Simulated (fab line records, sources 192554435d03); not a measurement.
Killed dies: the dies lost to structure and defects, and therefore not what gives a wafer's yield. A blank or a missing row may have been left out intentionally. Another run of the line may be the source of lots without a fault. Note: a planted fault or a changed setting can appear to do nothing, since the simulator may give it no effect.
Which of the tools did it? / flow n5 finfet / 27 wafers from 9 lots sampled at 7 of the route's 1938 steps

WHAT THE GAUGES READ, wafer by wafer
N5_BEOL_M0_SAQP_CD_MEAS_40: target cd 30 nm.
lot=L201; measured=day 6 08:19; on=cd sem-01; cd nm (nm)=30.49 30.04 30.04
lot=L202; measured=day 6 11:14; on=cd sem-03; cd nm (nm)=29.58 29.91 30.18
lot=L205; measured=day 7 00:57; on=cd sem-01; cd nm (nm)=30.01 30.08 30.40
lot=L206; measured=day 7 08:56; on=cd sem-03; cd nm (nm)=30.29 30.11 29.46
lot=L207; measured=day 7 17:17; on=cd sem-01; cd nm (nm)=29.77 29.78 29.85
lot=L208; measured=day 8 00:53; on=cd sem-02; cd nm (nm)=30.22 30.09 30.70
lot=L218; measured=day 10 12:17; on=cd sem-03; cd nm (nm)=29.93 30.00 29.36
lot=L219; measured=day 10 15:08; on=cd sem-02; cd nm (nm)=30.45 30.43 30.38
lot=L220; measured=day 10 22:22; on=cd sem-02; cd nm (nm)=29.62 29.97 29.49

N5_BEOL_M0_SAQP_INSPECT_42: inspects for defects (brightfield).
lot=L201; measured=day 6 08:24; on=defect inspect-02; raw defect count=376 283 309
lot=L202; measured=day 6 11:20; on=defect inspect-02; raw defect count=219 203 201
lot=L205; measured=day 7 01:02; on=defect inspect-01; raw defect count=307 269 212
lot=L206; measured=day 7 09:02; on=defect inspect-01; raw defect count=1587 1494 1450
lot=L207; measured=day 7 17:23; on=defect inspect-02; raw defect count=1400 1587 1415
lot=L208; measured=day 8 00:58; on=defect inspect-02; raw defect count=1508 1419 1567
lot=L218; measured=day 10 12:23; on=defect inspect-02; raw defect count=341 398 289
lot=L219; measured=day 10 15:14; on=defect inspect-02; raw defect count=362 284 447
lot=L220; measured=day 10 22:27; on=defect inspect-02; raw defect count=267 218 287

N5_BEOL_M0_CUTY_INSPECT_59: inspects for defects (macro).
lot=L201; measured=day 6 09:51; on=defect inspect-02; raw defect count=1 1 2
lot=L202; measured=day 6 12:43; on=defect inspect-02; raw defect count=1 1 1
lot=L205; measured=day 7 02:26; on=defect inspect-02; raw defect count=7 6 1
lot=L206; measured=day 7 12:10; on=defect inspect-01; raw defect count=>300 >300 >300
lot=L207; measured=day 7 18:54; on=defect inspect-01; raw defect count=>300 >300 >300
lot=L208; measured=day 8 02:15; on=defect inspect-01; raw defect count=>300 >300 >300
lot=L218; measured=day 10 13:41; on=defect inspect-02; raw defect count=2 2 5
lot=L219; measured=day 10 17:11; on=defect inspect-02; raw defect count=3 2 2
lot=L220; measured=day 11 00:01; on=defect inspect-01; raw defect count=3 3 2

N5_BEOL_M4_RC_MEAS_101.
lot=L201; measured=day 8 11:43; on=prober-02; DIBL_N (mV/V)=35.4 36.8 38.4; DIBL_P (mV/V)=36.4 37.3 40.0; IOFF_N (nA/um)=0.17 0.20 0.23; IOFF_P (nA/um)=0.22 0.23 0.28; ION_N (uA/um)=661 678 680; ION_P (uA/um)=459 460 461; SS_N (mV/dec)=72.0 72.4 72.7; SS_P (mV/dec)=74.1 74.3 74.9; VT_N (mV)=250 245 243; VT_P (mV)=-251 -250 -248
lot=L202; measured=day 8 13:08; on=prober-01; DIBL_N (mV/V)=36.6 34.7 35.2; DIBL_P (mV/V)=35.8 33.8 33.3; IOFF_N (nA/um)=0.18 0.14 0.14; IOFF_P (nA/um)=0.21 0.18 0.17; ION_N (uA/um)=674 670 664; ION_P (uA/um)=458 463 452; SS_N (mV/dec)=71.9 71.7 71.7; SS_P (mV/dec)=73.5 73.2 72.9; VT_N (mV)=249 250 251; VT_P (mV)=-251 -254 -253
lot=L205; measured=day 9 04:12; on=prober-01; DIBL_N (mV/V)=38.5 38.6 39.4; DIBL_P (mV/V)=37.8 37.6 37.8; IOFF_N (nA/um)=0.21 0.19 0.20; IOFF_P (nA/um)=0.25 0.24 0.25; ION_N (uA/um)=682 673 678; ION_P (uA/um)=463 457 463; SS_N (mV/dec)=72.4 72.1 73.1; SS_P (mV/dec)=73.7 74.1 74.3; VT_N (mV)=245 249 249; VT_P (mV)=-249 -250 -248
lot=L206; measured=day 9 20:33; on=prober-02; DIBL_N (mV/V)=38.0 39.1 40.2; DIBL_P (mV/V)=36.7 37.5 38.5; IOFF_N (nA/um)=0.17 0.18 0.21; IOFF_P (nA/um)=0.23 0.24 0.26; ION_N (uA/um)=659 674 673; ION_P (uA/um)=459 465 461; SS_N (mV/dec)=72.0 72.2 72.8; SS_P (mV/dec)=73.5 73.8 73.4; VT_N (mV)=249 248 245; VT_P (mV)=-247 -248 -247
lot=L207; measured=day 9 17:07; on=prober-01; DIBL_N (mV/V)=35.7 36.0 35.9; DIBL_P (mV/V)=35.6 36.6 36.8; IOFF_N (nA/um)=0.16 0.16 0.16; IOFF_P (nA/um)=0.21 0.23 0.22; ION_N (uA/um)=674 673 673; ION_P (uA/um)=459 462 458; SS_N (mV/dec)=71.9 71.8 72.2; SS_P (mV/dec)=73.0 73.2 73.3; VT_N (mV)=248 250 249; VT_P (mV)=-252 -249 -250
lot=L208; measured=day 10 02:48; on=prober-02; DIBL_N (mV/V)=34.4 35.4 32.6; DIBL_P (mV/V)=35.1 35.9 33.4; IOFF_N (nA/um)=0.13 0.15 0.11; IOFF_P (nA/um)=0.19 0.21 0.16; ION_N (uA/um)=663 678 666; ION_P (uA/um)=456 470 461; SS_N (mV/dec)=70.9 71.0 70.7; SS_P (mV/dec)=72.4 73.1 72.5; VT_N (mV)=252 249 252; VT_P (mV)=-252 -249 -252
lot=L218; measured=day 12 15:39; on=prober-01; DIBL_N (mV/V)=37.1 36.6 35.7; DIBL_P (mV/V)=38.6 35.5 35.3; IOFF_N (nA/um)=0.14 0.13 0.12; IOFF_P (nA/um)=0.21 0.16 0.16; ION_N (uA/um)=657 653 648; ION_P (uA/um)=457 443 447; SS_N (mV/dec)=71.7 71.6 71.1; SS_P (mV/dec)=74.2 73.5 72.5; VT_N (mV)=252 254 255; VT_P (mV)=-251 -257 -254
lot=L219; measured=day 12 19:21; on=prober-02; DIBL_N (mV/V)=37.9 35.5 36.4; DIBL_P (mV/V)=37.7 35.2 36.9; IOFF_N (nA/um)=0.18 0.14 0.16; IOFF_P (nA/um)=0.22 0.19 0.22; ION_N (uA/um)=672 667 682; ION_P (uA/um)=451 457 462; SS_N (mV/dec)=71.8 71.7 71.6; SS_P (mV/dec)=73.7 72.5 73.5; VT_N (mV)=250 254 249; VT_P (mV)=-253 -254 -251
lot=L220; measured=day 13 02:57; on=prober-01; DIBL_N (mV/V)=37.2 33.6 34.7; DIBL_P (mV/V)=35.3 32.8 33.9; IOFF_N (nA/um)=0.16 0.12 0.14; IOFF_P (nA/um)=0.24 0.21 0.21; ION_N (uA/um)=658 666 667; ION_P (uA/um)=456 468 469; SS_N (mV/dec)=72.2 70.6 70.3; SS_P (mV/dec)=73.5 72.2 72.7; VT_N (mV)=251 255 247; VT_P (mV)=-246 -249 -246

TOOL THAT RAN EACH LOT (tool first, then ch and the chambers of the sampled wafers, then the start)
lot=L201; N5_BEOL_M0_SAQP_RECESS_114=vapor etch-02 ch 0,1, day 6 05:01; N5_BEOL_M0_SAQP_SPACER1_ALD_98=ald sin-01 ch 0,1,3, day 6 05:25; N5_BEOL_M0_SAQP_STRIP_75=rie diel-06 ch 0,1, day 6 09:24
lot=L202; N5_BEOL_M0_SAQP_RECESS_114=vapor etch-02 ch 0,1, day 6 08:07; N5_BEOL_M0_SAQP_SPACER1_ALD_98=ald sin-02 ch 0,2,3, day 6 08:30; N5_BEOL_M0_SAQP_STRIP_75=rie diel-05 ch 0,2, day 6 12:17
lot=L205; N5_BEOL_M0_SAQP_RECESS_114=vapor etch-02 ch 0,1, day 6 21:26; N5_BEOL_M0_SAQP_SPACER1_ALD_98=ald sin-02 ch 1,3, day 6 21:49; N5_BEOL_M0_SAQP_STRIP_75=rie diel-05 ch 1,2,3, day 7 01:59
lot=L206; N5_BEOL_M0_SAQP_RECESS_114=vapor etch-02 ch 0, day 7 05:40; N5_BEOL_M0_SAQP_SPACER1_ALD_98=ald sin-01 ch 0,1,3, day 7 06:02; N5_BEOL_M0_SAQP_STRIP_75=rie diel-06 ch 0,2, day 7 11:43
lot=L207; N5_BEOL_M0_SAQP_RECESS_114=vapor etch-02 ch 0,1, day 7 13:57; N5_BEOL_M0_SAQP_SPACER1_ALD_98=ald sin-03 ch 0,2,3, day 7 14:20; N5_BEOL_M0_SAQP_STRIP_75=rie diel-06 ch 0,3, day 7 18:26
lot=L208; N5_BEOL_M0_SAQP_RECESS_114=vapor etch-02 ch 0,1, day 7 20:56; N5_BEOL_M0_SAQP_SPACER1_ALD_98=ald sin-01 ch 0,2,3, day 7 21:12; N5_BEOL_M0_SAQP_STRIP_75=rie diel-06 ch 1,2,3, day 8 01:55
lot=L218; N5_BEOL_M0_SAQP_RECESS_114=vapor etch-02 ch 0,1, day 10 08:58; N5_BEOL_M0_SAQP_SPACER1_ALD_98=ald sin-03 ch 1,3, day 10 09:20; N5_BEOL_M0_SAQP_STRIP_75=rie diel-03 ch 0,3, day 10 13:22
lot=L219; N5_BEOL_M0_SAQP_RECESS_114=vapor etch-02 ch 0,1, day 10 11:49; N5_BEOL_M0_SAQP_SPACER1_ALD_98=ald sin-01 ch 0,2,3, day 10 12:05; N5_BEOL_M0_SAQP_STRIP_75=rie diel-06 ch 0,3, day 10 16:44
lot=L220; N5_BEOL_M0_SAQP_RECESS_114=vapor etch-02 ch 0,1, day 10 19:11; N5_BEOL_M0_SAQP_SPACER1_ALD_98=ald sin-02 ch 0,2,3, day 10 19:35; N5_BEOL_M0_SAQP_STRIP_75=rie diel-05 ch 0,2,3, day 10 23:34
- N5_BEOL_M0_SAQP_RECESS_114: chemistry HF/NH3, target SiO2, target depth 14.4 nm, afs cycles 3, sublimation time 60 s.
- N5_BEOL_M0_SAQP_SPACER1_ALD_98: deposits SiO2, target thk 12.8 nm, pulse time 1 s, purge time 2 s.
- N5_BEOL_M0_SAQP_STRIP_75: strips in CF4.

AS READ BY THE TOOLS THEMSELVES (means over the sampled wafers that have a number; for cases with no such wafer, the mark the record gives instead)
N5_BEOL_M0_SAQP_RECESS_114.
lot=L201; tool=vapor etch-02; drypump motor current A (A)=5.4; sublimation temp c (C)=180.02
lot=L202; tool=vapor etch-02; drypump motor current A (A)=5.4; sublimation temp c (C)=179.95
lot=L205; tool=vapor etch-02; drypump motor current A (A)=5.7; sublimation temp c (C)=180.08
lot=L206; tool=vapor etch-02; drypump motor current A (A)=6.0; sublimation temp c (C)=180.22
lot=L207; tool=vapor etch-02; drypump motor current A (A)=5.4; sublimation temp c (C)=179.92
lot=L208; tool=vapor etch-02; drypump motor current A (A)=5.4; sublimation temp c (C)=180.04
lot=L218; tool=vapor etch-02; drypump motor current A (A)=5.7; sublimation temp c (C)=179.84
lot=L219; tool=vapor etch-02; drypump motor current A (A)=5.7; sublimation temp c (C)=180.07
lot=L220; tool=vapor etch-02; drypump motor current A (A)=5.4; sublimation temp c (C)=180.07

N5_BEOL_M0_SAQP_SPACER1_ALD_98.
lot=L201; tool=ald sin-01; heater power w (W)=403; precursor pulse height rel=1.005
lot=L202; tool=ald sin-02; heater power w (W)=452; precursor pulse height rel=0.991
lot=L205; tool=ald sin-02; heater power w (W)=416; precursor pulse height rel=0.995
lot=L206; tool=ald sin-01; heater power w (W)=398; precursor pulse height rel=0.997
lot=L207; tool=ald sin-03; heater power w (W)=440; precursor pulse height rel=1.005
lot=L208; tool=ald sin-01; heater power w (W)=461; precursor pulse height rel=0.989
lot=L218; tool=ald sin-03; heater power w (W)=469; precursor pulse height rel=1.022
lot=L219; tool=ald sin-01; heater power w (W)=455; precursor pulse height rel=1.020
lot=L220; tool=ald sin-02; heater power w (W)=452; precursor pulse height rel=0.994

N5_BEOL_M0_SAQP_STRIP_75.
lot=L201; tool=rie diel-06; cf4 flow sccm (sccm)=150.7; drypump motor current A (A)=5.90; oes product au (a.u.)=0.174; rf vpp V (V)=272.5; showerhead plenum p Torr (Torr)=1.86; throttle valve pct (%)=13.76
lot=L202; tool=rie diel-05; cf4 flow sccm (sccm)=150.1; drypump motor current A (A)=5.75; oes product au (a.u.)=0.183; rf vpp V (V)=269.7; showerhead plenum p Torr (Torr)=1.77; throttle valve pct (%)=13.71
lot=L205; tool=rie diel-05; cf4 flow sccm (sccm)=149.5; drypump motor current A (A)=5.80; oes product au (a.u.)=0.197; rf vpp V (V)=272.5; showerhead plenum p Torr (Torr)=1.84; throttle valve pct (%)=13.41
lot=L206; tool=rie diel-06; cf4 flow sccm (sccm)=150.2; drypump motor current A (A)=5.62; oes product au (a.u.)=0.166; rf vpp V (V)=270.2; showerhead plenum p Torr (Torr)=1.80; throttle valve pct (%)=13.68
lot=L207; tool=rie diel-06; cf4 flow sccm (sccm)=150.6; drypump motor current A (A)=5.82; oes product au (a.u.)=0.183; rf vpp V (V)=271.9; showerhead plenum p Torr (Torr)=1.81; throttle valve pct (%)=13.76
lot=L208; tool=rie diel-06; cf4 flow sccm (sccm)=150.2; drypump motor current A (A)=5.73; oes product au (a.u.)=0.178; rf vpp V (V)=271.1; showerhead plenum p Torr (Torr)=1.82; throttle valve pct (%)=13.65
lot=L218; tool=rie diel-03; cf4 flow sccm (sccm)=150.1; drypump motor current A (A)=5.30; oes product au (a.u.)=0.164; rf vpp V (V)=271.6; showerhead plenum p Torr (Torr)=1.79; throttle valve pct (%)=13.76
lot=L219; tool=rie diel-06; cf4 flow sccm (sccm)=150.1; drypump motor current A (A)=5.79; oes product au (a.u.)=0.188; rf vpp V (V)=271.5; showerhead plenum p Torr (Torr)=1.81; throttle valve pct (%)=13.72
lot=L220; tool=rie diel-05; cf4 flow sccm (sccm)=150.0; drypump motor current A (A)=5.83; oes product au (a.u.)=0.185; rf vpp V (V)=271.2; showerhead plenum p Torr (Torr)=1.81; throttle valve pct (%)=13.65

THE ANSWER, worked out from the rows above alone
Rule: usual is defined by the lots themselves. Put in order of their means at a reading, lots are off if they are a third of the lots or fewer, leave a main group of 4 or more, and stand apart from it by a gap of 3 or more times the standard deviation of the main group's means; of several such gaps the widest counts. The tables above print the reading to a certain number of digits; a main group whose means all agree to those digits is not used. A lot without any number at a reading at which 4 lots or more have one is off too. All remaining lots with rows at the step are treated as sound. First the gauges in route order, then the tools' own readings, where a lot's mean is used as printed above. The first step at which some lot is off is used, and at that step the reading that is off furthest; a lot without a number counts as furthest.
Off: L206, L207, L208, at N5_BEOL_M0_SAQP_INSPECT_42 (raw defect count). The main group: mean 293, standard deviation 55.
A tool fits if, at a process step before that reading, it ran every lot that is off, and no sound lot after the first of them. Gauges at N5_BEOL_M0_SAQP_INSPECT_42: tried the same way as those tools. No candidate that was tried fits.

WHAT WAS PUT IN BY THE SIMULATOR
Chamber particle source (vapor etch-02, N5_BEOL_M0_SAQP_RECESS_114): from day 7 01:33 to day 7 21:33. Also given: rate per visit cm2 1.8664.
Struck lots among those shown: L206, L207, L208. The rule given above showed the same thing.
